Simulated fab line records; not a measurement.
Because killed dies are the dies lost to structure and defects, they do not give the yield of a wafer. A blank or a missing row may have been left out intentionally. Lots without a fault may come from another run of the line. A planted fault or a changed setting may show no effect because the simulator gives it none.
Matching of chambers + flow n5-finfet + N5_BEOL_M0_SAQP_PECVD_97 on pecvd-03: 3 sister chambers
The step deposits SiNx from SiH4/NH3/N2, target thk 23 nm, time 19.9 s. 3 wafers are shown with their chamber, then 11 later ones without.

## WAFERS, EACH WITH ITS CHAMBER
| wafer  | chamber | showerhead-plenum-p-Torr (Torr) |
|--------|---------|---------------------------------|
| L084.5 | 2       | 5.11                            |
| L085.4 | 0       | 5.23                            |
| L089.1 | 1       | 5.10                            |

## WAFERS WITHOUT THEIR CHAMBER
| wafer  | showerhead-plenum-p-Torr (Torr) |
|--------|---------------------------------|
| L089.3 | 5.11                            |
| L089.5 | 5.10                            |
| L090.2 | 5.10                            |
| L090.3 | 5.09                            |
| L090.4 | 5.23                            |
| L092.1 | 5.09                            |
| L092.3 | 5.10                            |
| L092.6 | 5.24                            |
| L095.3 | 5.08                            |
| L095.5 | 5.09                            |
| L095.6 | 5.12                            |

## WHICH CHAMBER EACH WENT THROUGH
| wafer  | from the rows above     | in truth |
|--------|-------------------------|----------|
| L089.3 | can't be placed: 2 or 1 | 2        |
| L089.5 | can't be placed: 1 or 2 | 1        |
| L090.2 | can't be placed: 1 or 2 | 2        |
| L090.3 | can't be placed: 1 or 2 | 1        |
| L090.4 | 0                       | 0        |
| L092.1 | can't be placed: 1 or 2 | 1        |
| L092.3 | can't be placed: 1 or 2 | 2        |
| L092.6 | 0                       | 0        |
| L095.3 | can't be placed: 1 or 2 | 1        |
| L095.5 | can't be placed: 1 or 2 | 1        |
| L095.6 | can't be placed: 2 or 1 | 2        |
Placed correctly: 2 of 11. Not placeable from these rows: 9 (in 9, the candidates include the true chamber). Placed wrongly: 0.
How it was worked out, from the rows above alone: a wafer's distance from a chamber is the root of the sum, over the readings, of the square of ((its reading less the chamber's mean) divided by the reading's scatter). If the next closest chamber is less than 2 further off than the closest, the wafer can't be placed; otherwise it belongs to the closest. Each chamber's mean is taken over the wafers shown for it. The scatter: with one shown wafer a chamber, the root of the mean of the squares of how far each hidden wafer lies from its nearest shown one.
